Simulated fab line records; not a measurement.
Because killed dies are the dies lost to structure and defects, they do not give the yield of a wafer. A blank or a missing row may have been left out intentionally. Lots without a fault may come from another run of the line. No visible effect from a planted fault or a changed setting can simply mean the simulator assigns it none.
Chamber matching | flow nand harc | NHARC_P_GATE_DESCUM_93 on rie diel-02: 4 sister chambers
The step chemistry O2, time 3 s. 8 wafers are shown with their chamber, then 9 later ones without.

== WAFERS WITH THEIR CHAMBER ==
wafer  | chamber | showerhead plenum p Torr (Torr) | oes product au (a.u.)
L525.4 | 1       | 1.97                            | 0.995
L525.6 | 0       | 2.04                            | 0.990
L524.1 | 3       | 2.01                            | 1.002
L524.5 | 3       | 2.01                            | 0.994
L524.6 | 0       | 2.04                            | 0.997
L537.2 | 1       | 1.96                            | 1.009
L537.3 | 2       | 1.79                            | 1.006
L537.6 | 2       | 1.79                            | 1.011

== WAFERS WHOSE CHAMBER IS MISSING ==
wafer  | showerhead plenum p Torr (Torr) | oes product au (a.u.)
L538.1 | 1.79                            | 1.010
L538.3 | 2.03                            | 1.012
L538.5 | 2.00                            | 0.998
L540.1 | 2.00                            | 0.991
L540.3 | 2.03                            | 1.003
L540.4 | 1.79                            | 1.002
L541.2 | 2.03                            | 0.994
L541.3 | 1.79                            | 1.003
L541.6 | 1.79                            | 0.998

== EACH ONE'S CHAMBER ==
wafer  | from the rows above | in truth
L538.1 | 2                   | 2
L538.3 | 0                   | 0
L538.5 | 3                   | 3
L540.1 | 3                   | 3
L540.3 | 0                   | 0
L540.4 | 2                   | 2
L541.2 | 0                   | 0
L541.3 | 2                   | 2
L541.6 | 2                   | 2
Placed correctly: 9 of 9. Can't be placed from these rows: 0. 0 placed wrongly.
How it was worked out, from the rows above alone: a wafer's distance from a chamber is the root of the sum, over the readings, of the square of ((its reading less the chamber's mean) divided by the reading's scatter). If the next closest chamber is less than 2 further off than the closest, the wafer can't be placed; otherwise it belongs to the closest. The mean given for a chamber averages the wafers shown for that chamber. How the scatter is found: for the shown wafers, subtract from each reading the mean of its chamber, square and add these, divide the total by (wafers less chambers), then take the root.
